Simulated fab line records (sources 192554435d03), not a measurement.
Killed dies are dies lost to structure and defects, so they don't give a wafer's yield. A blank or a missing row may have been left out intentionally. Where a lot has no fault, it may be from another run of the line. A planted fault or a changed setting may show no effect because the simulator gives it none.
fab line records | flow n5-finfet
record: lots: 6 wafers: 18 last-day: 17
route steps=1938 shown GATE_CUT@468
lots with no fault: from the same line, run without faults
start-h: the number of hours between the record's first day and the start of the first shown wafer of the lot | wait-h: hours from the lot's prior step to this one | " the same as in the row above | L1.1+2: a row that stands for several wafers | - no value, or no start given | * or withheld: withheld | < > ~ a bound
route shown NAME@n: names a module that has steps shown in the file, with the first one's number in the route | usual: mean/standard deviation taken from wafers without a fault | same: alike in all rows | chamber/n: place in a boat | sites: each site's reading | _std_site: the values' standard deviation | _edge_site: inner sites' mean taken away from outer sites' mean | radius-mm: for every site, how far away it sits from the centre of the wafer | mask NAME#n: copy n | behind: the last tool/chamber to shape the wafer | hold: reason for holding the lot/hours on hold/outcome of the hold | device: which transistor (n, p or np) failed to switch | end of line: tests run on the same wafers once the route is complete | a step with no rows: only its recipe | killed: the dies lost at the first sort to structure and to defects; this is not the yield of the wafer | map: the dies of a wafer, with x for killed, . for not killed, _ for no die there
set.NAME: the setting as run; set.NAME@STEP: as run at that earlier step | model.NAME: the simulator's own value behind a step, which no gauge read
certain route steps with their lots: each step a table, each wafer a row
services: when a tool's chamber went out of use (start-h, in hours from the record's first day, below 0 if earlier), for how many hours, and the reason
== steps ==
step: N5_GATE_CUT_VAPOR_ETCH_60
recipe: chemistry: BCl3/Cl2 target: HfO2 mode: isotropic
step: N5_GATE_CUT_ETCH_58
recipe: chemistry: CH3F/O2 target: SiNx target-depth-a: 170 time-s: 128.6 ion-energy-ev: 50 pressure-mtorr: 30 source-w: 415 bias-w: 21 Ar_flow_sccm: 150 CH3F_flow_sccm: 30 O2_flow_sccm: 20
usual: CH3F_flow_sccm: 30.00/0.086 bias-w: 21.00/0.061 drypump-motor-current-A: 5.91/0.26 oes-product-au: 0.78/0.08 rf-vpp-V: 99.2/0.89 showerhead-plenum-p-Torr: 2.01/0.054 throttle-valve-pct: 16.27/0.23
columns lot.wafer tool chamber start-h wait-h CH3F_flow_sccm bias-w drypump-motor-current-A oes-product-au rf-hours-counter-h rf-vpp-V showerhead-plenum-p-Torr throttle-valve-pct
L275.1 rie-diel-03 3 94.80 0.0 30.04 20.94 5.84 0.72 199 100.1 2.05 16.14
L275.3 " 0 " " 30.09 20.97 5.74 0.79 141 100.0 1.92 16.35
L275.4 " 1 " " 30.17 21.06 5.49 0.72 181 100.6 2.00 16.66
L280.1 rie-diel-03 2 123.02 0.1 30.00 20.97 6.05 0.82 70 99.3 2.03 16.30
L280.3 " 1 " " 30.03 21.04 5.50 0.72 190 97.9 1.99 16.69
L280.5 " 1 " " 30.00 21.16 5.47 0.72 - 99.3 1.99 16.70
L283.1 rie-diel-03 0 143.44 0.1 29.82 20.95 5.74 0.79 156 98.4 1.92 16.37
L283.4 " 1 " " 29.91 21.08 5.46 0.71 195 99.9 1.99 16.71
L283.5 " 0 " " 29.91 20.99 5.72 0.79 - 96.7 1.92 16.36
L287.2 rie-diel-06 2 162.69 0.1 30.03 21.01 6.03 0.72 193 99.1 1.96 16.28
L287.4 " 0 " " 29.97 21.09 5.80 0.73 168 100.7 2.07 16.34
L287.5 " 3 " " 30.00 20.93 5.80 0.69 - 99.3 1.99 16.64
L290.1 rie-diel-02 3 182.58 0.0 30.04 21.07 6.14 0.93 10 98.2 1.97 16.02
L290.2 " 2 " " 30.10 20.94 5.95 0.75 167 98.4 2.01 16.20
L290.3 " 1 " " 29.93 21.03 5.96 0.84 64 100.1 2.11 16.04
L295.1 rie-diel-03 3 214.62 0.0 30.07 21.01 5.88 0.70 234 99.2 2.04 16.21
L295.2 " 2 " " 29.94 20.91 6.05 0.79 95 97.9 2.03 16.32
L295.4 " 1 " " 30.08 20.93 5.48 0.69 215 99.1 1.98 16.75
step: N5_GATE_CUT_STRIP_59
recipe: chemistry: N2/H2 time-s: 20 power-w: 100 temp-c: 40 pressure-mtorr: 100 rf-frequency-hz: 6e+07 bias-power-w: 3 n2-flow-sccm: 300 h2-flow-sccm: 300
step: N5_GATE_CUT_PRECLEAN_31
recipe: temp-c: 23 chemistry: DIW time-s: 300
step: N5_GATE_CUT_SRD_32
recipe: time-s: 30 temp-c: 23 rinse-liquid: diw dry: ipa-marangoni
step: N5_GATE_CUT_SAC_CAP_01
recipe: material: SiNx target-thk-a: 240 temp-c: 400 ald-precursor-family: SiH2I2 ald-co-reactant: N2/H2-plasma pulse-time-s: 1 ald-cycles: 480 purge-time-s: 2 co-reactant-purge-time-s: 2 pressure-torr: 2
usual: heater-power-w: 826/64 precursor-pulse-height-rel: 1.003/0.022
columns lot.wafer tool chamber start-h wait-h heater-power-w precursor-pulse-height-rel
L275.1 ald-sin-01 3 95.11 0.0 718 0.996
L275.3 " 1 " " 740 1.042
L275.4 " 3 96.20 1.1 731 0.980
L280.1 ald-sin-04 3 123.34 0.0 792 0.987
L280.3 " 1 " " 751 1.037
L280.5 " 3 124.43 1.1 800 1.014
L283.1 ald-sin-01 0 143.81 0.1 951 0.984
L283.4 " 0 144.89 1.2 950 1.027
L283.5 " 3 " " 736 0.976
L287.2 ald-sin-01 3 163.00 0.0 751 1.002
L287.4 " 2 " " 917 0.988
L287.5 " 2 164.09 1.1 904 1.013
L290.1 ald-sin-04 0 182.90 0.0 811 0.992
L290.2 " 3 " " 787 0.998
L290.3 " 1 " " 741 1.018
L295.1 ald-sin-01 3 215.59 0.6 760 1.027
L295.2 " 2 " " 878 1.016
L295.4 " 1 " " 744 1.031
step: N5_GATE_CUT_PECVD_57
recipe: material: SiNx target-thk-a: 210 temp-c: 400 precursor: SiH4/NH3/N2 pressure-torr: 1.5 rf-w: 300
usual: heater-power-w: 782/79 showerhead-plenum-p-Torr: 5.131/0.025 throttle-valve-pct: 40.6/2.9
columns lot.wafer tool chamber start-h wait-h heater-power-w showerhead-plenum-p-Torr throttle-valve-pct
L275.1 pecvd-03 2 97.31 1.1 601 5.169 36.5
L275.3 " 1 " " 688 5.058 44.8
L275.4 " 2 " " 593 5.161 36.8
L280.1 pecvd-03 2 125.54 1.1 612 5.163 36.9
L280.3 " 1 " " 676 5.071 44.4
L280.5 " 2 " " 576 5.180 37.0
L283.1 pecvd-02 1 146.00 1.1 870 5.106 40.6
L283.4 " 0 " " 750 5.155 45.7
L283.5 " 0 " " 737 5.156 45.7
L287.2 pecvd-01 0 165.20 1.1 846 5.103 38.5
L287.4 " 2 " " 759 5.124 39.8
L287.5 " 0 " " 856 5.109 38.6
L290.1 pecvd-01 0 185.09 1.1 825 5.105 38.6
L290.2 " 1 " " 793 5.166 37.1
L290.3 " 2 " " 775 5.131 39.6
L295.1 pecvd-02 0 217.79 1.1 796 5.161 46.0
L295.2 " 2 " " 863 5.152 41.2
L295.4 " 1 " " 936 5.109 40.9
step: N5_GATE_CUT_CMP_02
recipe: stop-on: SiO2 t-overpolish-s: 12.7 post-cmp-clean: alkaline-brush down-force-psi: 2.5 platen-rpm: 51.8 pad-velocity-m-s: 1.0307 target-thk-nm: 0
step: N5_GATE_CUT_HM_DEP_46
recipe: material: SiO2 target-thk-a: 1300 temp-c: 400 precursor: TEOS/O2 pressure-torr: 6.5 rf-w: 900 teos-flow-sccm: 161.4 gas: O2 flow-sccm: 2650 time-s: 26.6
usual: heater-power-w: 566/78 showerhead-plenum-p-Torr: 8.340/0.019 throttle-valve-pct: 18.7/1.2
columns lot.wafer tool chamber start-h wait-h heater-power-w showerhead-plenum-p-Torr throttle-valve-pct
L275.1 pecvd-01 2 97.71 0.0 611 8.322 18.4
L275.3 " 0 " " 554 8.321 18.0
L275.4 " 2 " " 611 8.339 18.3
L280.1 pecvd-02 1 125.94 0.0 712 8.361 19.0
L280.3 " 2 " " 667 8.345 18.7
L280.5 " 2 " " 700 8.347 18.9
L283.1 pecvd-01 0 146.43 0.0 622 8.319 18.1
L283.4 " 0 " " 648 8.335 18.0
L283.5 " 1 " " 474 8.359 17.4
L287.2 pecvd-01 2 165.60 0.0 596 8.332 18.6
L287.4 " 0 " " 630 8.327 18.2
L287.5 " 1 " " 534 8.368 17.5
L290.1 pecvd-03 2 185.50 0.0 491 8.346 17.3
L290.2 " 1 " " 476 8.294 20.9
L290.3 " 0 " " 504 8.337 18.4
L295.1 pecvd-01 0 218.20 0.0 619 8.346 18.3
L295.2 " 1 " " 548 8.341 17.2
L295.4 " 0 " " 639 8.330 18.1
step: N5_GATE_CUT_COAT_34
recipe: resist: SOC temp-c: 250 time-s: 60 spin-rpm: 1500 resist-thk-nm: 60
step: N5_GATE_CUT_COAT_35
recipe: resist: SiARC temp-c: 220 time-s: 60 spin-rpm: 1500 resist-thk-nm: 10
step: N5_GATE_CUT_COAT_27
recipe: resist: underlayer temp-c: 205 time-s: 60 spin-rpm: 1500 resist-thk-nm: 10
usual: spin-speed-rpm: 1500.1/1.1
columns lot.wafer tool chamber start-h wait-h spin-speed-rpm
L275.1 litho-track-02 0 97.81 - 1502.9
L275.3 " 0 " " 1499.7
L275.4 " 0 " " 1500.6
L280.1 litho-track-01 0 126.01 - 1499.6
L280.3 " 0 " " 1498.9
L280.5 " 0 " " 1499.9
L283.1 litho-track-02 0 146.50 - 1545.2
L283.4 " 0 " " 1544.6
L283.5 " 0 " " 1545.8
L287.2 litho-track-03 0 165.68 - 1499.9
L287.4 " 0 " " 1500.4
L287.5 " 0 " " 1499.0
L290.1 litho-track-02 0 185.57 - 1545.1
L290.2 " 0 " " 1545.1
L290.3 " 0 " " 1545.6
L295.1 litho-track-03 0 218.27 - 1499.7
L295.2 " 0 " " 1500.0
L295.4 " 0 " " 1499.2
step: N5_GATE_CUT_COAT_07
recipe: resist: CAR-EUV spin-rpm: 1500 resist-thk-nm: 30
step: N5_GATE_CUT_EBR_09
recipe: solvent: PGMEA ebr-width-mm: 1.5
step: N5_GATE_CUT_SOFTBAKE_08
recipe: temp-c: 110 time-s: 60 resist: CAR-EUV
step: N5_GATE_CUT_EXPOSE_10
recipe: mask-id: GATE_CUT na: 0.33 source-shape: annular sigma-inner: 0.35 sigma-outer: 0.8 polarization: unpolarized target-cd-nm: 20 dose-mj: 43.25
step: N5_GATE_CUT_PEB_11
recipe: peb-temp-c: 100 peb-time-s: 60 resist: CAR-EUV
step: N5_GATE_CUT_DEVELOP_12
recipe: develop-time-s: 30 developer: TMAH resist: CAR-EUV rinse-liquid: surfactant-rinse dry: air-spin dev-temp-c: 23
step: N5_GATE_CUT_CD_MEAS_13
recipe: target-cd-nm: 20 landing-energy-ev: 500 detector: se-inlens
usual: cd-nm: 20.04/0.3
columns lot.wafer tool chamber start-h wait-h cd-nm
L275.1 cd-sem-01 0 98.20 - 20.21
L275.3 " 0 " " 20.04
L275.4 " 0 " " 20.34
L280.1 cd-sem-02 0 126.40 - 19.85
L280.3 " 0 " " 19.78
L280.5 " 0 " " 19.24
L283.1 cd-sem-01 0 146.89 - 19.93
L283.4 " 0 " " 20.05
L283.5 " 0 " " 19.63
L287.2 cd-sem-03 0 166.07 - 20.36
L287.4 " 0 " " 20.67
L287.5 " 0 " " 19.99
L290.1 cd-sem-03 0 185.83 - 20.17
L290.2 " 0 " " 19.90
L290.3 " 0 " " 19.58
L295.1 cd-sem-03 0 218.53 - 20.07
L295.2 " 0 " " 20.08
L295.4 " 0 " " 20.27
step: N5_GATE_CUT_OVL_MEAS_14
recipe: points-per-wafer: 522
usual: GATE_CUT_OVL: -0.2/0.7
columns lot.wafer tool chamber start-h wait-h GATE_CUT_OVL[nm]
L275.1 overlay-02 0 98.23 0.0 1.5
L275.3 " 0 " " 2.0
L275.4 " 0 " " 0.9
L280.1 overlay-02 0 126.43 0.0 0.4
L280.3 " 0 " " -0.7
L280.5 " 0 " " 0.2
L283.1 overlay-01 0 146.92 0.0 -2.1
L283.4 " 0 " " -0.7
L283.5 " 0 " " -1.2
L287.2 overlay-02 0 166.10 0.0 -0.8
L287.4 " 0 " " -0.3
L287.5 " 0 " " -0.1
L290.1 overlay-01 0 185.86 0.0 -0.6
L290.2 " 0 " " -0.5
L290.3 " 0 " " 0.5
L295.1 overlay-01 0 218.56 0.0 -0.3
L295.2 " 0 " " 0.6
L295.4 " 0 " " -0.3
step: N5_GATE_CUT_INSPECT_15
recipe: mode: adi inspect-instrument: brightfield
usual: raw-defect-count: 133/39
columns lot.wafer tool chamber start-h wait-h raw-defect-count
L275.1 defect-inspect-01 - 98.28 0.1 127
L275.3 " - " " 132
L275.4 " - " " 208
L280.1 defect-inspect-01 - 126.49 0.1 88
L280.3 " - " " 173
L280.5 " - " " 122
L283.1 defect-inspect-01 - 146.98 0.1 238
L283.4 " - " " 148
L283.5 " - " " 129
L287.2 defect-inspect-01 - 166.16 0.0 106
L287.4 " - " " 119
L287.5 " - " " 87
L290.1 defect-inspect-01 - 185.92 0.1 116
L290.2 " - " " 160
L290.3 " - " " 136
L295.1 defect-inspect-02 - 218.62 0.1 97
L295.2 " - " " 127
L295.4 " - " " 98
step: N5_GATE_CUT_DESCUM_18
recipe: chemistry: O2 time-s: 7 source-power-w: 50 bias-power-w: 20 pressure-mtorr: 20 rf-frequency-hz: 2.712e+07 temp-c: 40 resist: CAR-EUV o2-flow-sccm: 225
usual: drypump-motor-current-A: 5.86/0.25 oes-product-au: 0.77/0.077 rf-vpp-V: 243.2/1.1 showerhead-plenum-p-Torr: 2.10/0.059 throttle-valve-pct: 20.40/0.23
columns lot.wafer tool chamber start-h wait-h drypump-motor-current-A oes-product-au rf-hours-counter-h rf-vpp-V showerhead-plenum-p-Torr throttle-valve-pct
L275.1 rie-diel-02 3 98.32 0.0 6.15 0.67 240 244.4 2.06 20.36
L275.3 " 2 " " 5.99 0.77 136 242.5 2.12 20.20
L275.4 " 3 " " 6.15 0.68 - 242.7 2.07 20.33
L280.1 rie-diel-02 2 126.53 0.0 5.97 0.76 146 241.8 2.11 20.23
L280.3 " 1 " " 5.97 0.86 43 244.5 2.19 19.97
L280.5 " 3 " " 6.13 0.67 - 241.2 2.06 20.35
L283.1 rie-diel-02 0 147.01 0.0 5.54 0.96 6 242.6 2.04 20.17
L283.4 " 1 " " 5.97 0.85 - 244.9 2.19 20.00
L283.5 " 0 " " 5.47 0.96 - 242.2 2.04 20.16
L287.2 rie-diel-03 0 166.19 0.0 5.80 0.76 163 243.5 2.01 20.54
L287.4 " 3 " " 5.84 0.69 220 243.8 2.17 20.44
L287.5 " 0 " " 5.77 0.76 - 242.3 2.01 20.57
L290.1 rie-diel-02 0 185.98 0.1 5.53 0.94 19 242.6 2.04 20.17
L290.2 " 2 " " 5.97 0.74 168 243.9 2.11 20.27
L290.3 " 3 " " 6.15 0.92 11 244.0 2.06 20.15
L295.1 rie-diel-03 2 218.65 0.0 6.03 0.79 97 242.2 2.09 20.26
L295.2 " 1 " " 5.47 0.70 217 241.3 2.05 20.69
L295.4 " 0 " " 5.73 0.74 178 240.6 2.01 20.57
step: N5_GATE_CUT_ETCH_28
recipe: chemistry: N2/H2 target: underlayer target-depth-a: 130 mask-material: CAR-EUV time-s: 10.4 ion-energy-ev: 200 pressure-mtorr: 30 source-w: 840 bias-w: 150 n2-flow-sccm: 200 h2-flow-sccm: 200 ends: cleared
usual: bias-w: 149.9/0.46 drypump-motor-current-A: 5.87/0.25 etch-rf-on-time-s: 10.3/0.35 n2-flow-sccm: 200.0/0.65 oes-product-au: 0.66/0.064 rf-vpp-V: 524.1/2.2 showerhead-plenum-p-Torr: 2.55/0.079 throttle-valve-pct: 17.81/0.23
columns lot.wafer tool chamber start-h wait-h bias-w drypump-motor-current-A etch-rf-on-time-s n2-flow-sccm oes-product-au rf-hours-counter-h rf-vpp-V showerhead-plenum-p-Torr throttle-valve-pct model.etch.depth-nm
L275.1 rie-diel-02 3 98.35 0.0 150.0 6.14 10.4 201.3 0.59 240 522.7 2.53 18.03 10.03
L275.3 " 2 " " 149.9 5.97 10.3 198.9 0.66 136 523.1 2.55 17.65 10.01
L275.4 " 3 " " 149.9 6.14 10.5 200.7 0.58 - 523.2 2.53 18.02 10.01
L280.1 rie-diel-02 2 126.56 0.0 150.5 5.92 10.0 199.3 0.66 146 523.2 2.55 17.69 10.01
L280.3 " 1 " " 149.5 5.97 10.1 199.3 0.74 43 528.9 2.69 17.45 9.986
L280.5 " 3 " " 150.2 6.13 10.4 200.1 0.58 - 522.8 2.52 18.04 10
L283.1 rie-diel-02 0 147.05 0.0 150.7 5.48 10.3 200.9 0.81 6 523.1 2.48 17.55 9.897
L283.4 " 1 " " 150.1 6.01 9.8 201.4 0.75 - 528.8 2.68 17.48 9.891
L283.5 " 0 " " 150.4 5.49 10.4 200.9 0.80 - 523.5 2.48 17.53 9.909
L287.2 rie-diel-03 0 166.22 0.0 149.3 5.72 10.0 199.5 0.67 163 522.0 2.42 17.80 10.01
L287.4 " 3 " " 150.9 5.81 10.7 199.7 0.61 220 525.9 2.62 17.78 10.05
L287.5 " 0 " " 149.6 5.72 10.0 199.4 0.66 - 521.0 2.42 17.81 10.03
L290.1 rie-diel-02 0 186.02 0.0 149.9 5.47 10.2 200.2 0.77 19 522.0 2.48 17.56 9.826
L290.2 " 2 " " 149.9 5.97 9.9 199.5 0.65 168 526.1 2.54 17.71 9.846
L290.3 " 3 " " 150.3 6.17 9.9 200.7 0.79 11 522.4 2.52 17.76 9.908
L295.1 rie-diel-03 2 218.69 0.0 149.2 6.03 10.1 200.0 0.67 97 525.0 2.58 17.95 10.01
L295.2 " 1 " " 150.3 5.49 10.7 200.4 0.59 217 522.7 2.51 18.17 10.02
L295.4 " 0 " " 150.6 5.75 10.0 200.2 0.65 178 521.2 2.42 17.83 10
step: N5_GATE_CUT_ETCH_36
recipe: chemistry: CF4 target: SiARC target-depth-a: 130 mask-material: CAR-EUV time-s: 21.7 ion-energy-ev: 80 pressure-mtorr: 40 source-w: 545 bias-w: 36 Ar_flow_sccm: 100 cf4-flow-sccm: 100 ends: cleared
== services ==
columns tool chamber start-h hours kind
pecvd-01 0 74.77 2.1 scheduled-down
ald-sin-01 0 80.20 20.4 repair
rie-diel-02 0 84.26 23.0 repair
ald-sin-04 - 85.70 14.0 pm
pecvd-01 1 96.39 5.5 scheduled-down
rie-diel-02 0 119.54 - clean
rie-diel-02 0 119.54 - consumable-replace:focus-ring
rie-diel-02 0 119.54 13.2 scheduled-down
rie-diel-02 0 119.54 13.2 vent-cycle
pecvd-02 2 126.92 23.1 repair
ald-sin-01 1 129.96 14.0 repair
rie-diel-02 3 133.06 - clean
rie-diel-02 3 133.06 - consumable-replace:focus-ring
rie-diel-02 3 133.06 21.0 scheduled-down
rie-diel-02 3 133.06 21.0 vent-cycle
pecvd-01 1 151.35 5.3 repair
pecvd-01 - 160.27 1.6 repair
pecvd-01 2 166.77 2.1 scheduled-down
ald-sin-01 - 176.92 14.0 pm
ald-sin-01 0 176.92 14.0 vent-cycle
pecvd-03 - 192.42 28.1 pm
ald-sin-01 - 214.57 0.5 repair
pecvd-02 - 217.23 0.5 repair
ald-sin-01 - 218.36 6.1 pm
== key ==
first-sign: step: N5_GATE_CUT_COAT_27 reading: spin-speed-rpm direction: up sigmas: 39 usual: * struck: *
effect none on later readings
model-effect: step: N5_GATE_CUT_ETCH_28 value: etch.depth-nm without: 10.03 struck: 9.879
met-at N5_GATE_CUT_COAT_27
struck-wafers L283.1,L283.4,L283.5,L290.1,L290.2,L290.3
tester-left-out L283,L290
baseline-loss: step: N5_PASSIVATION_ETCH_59 wafers: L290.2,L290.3
onset-between 97.81 146.50
fault: kind: process-parameter-drift tool: litho-track-02 chamber: - onset-h: 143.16 steps: N5_GATE_CUT_COAT_27 channel: spin-rpm offset: * shape: step end-h: 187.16 acts-in: * stated: *
tester-left-out: of these lots the tester's yield and bins aren't shown, on N5 and GAA mostly nor the transistor test; their killed dies are dies lost to structure and defects alone, not to doping, threshold or leakage, so they don't give the yield
baseline-loss: these wafers lose ten dies or more at that step, a loss of the line's own and not of a fault; the sort's usual values leave them out
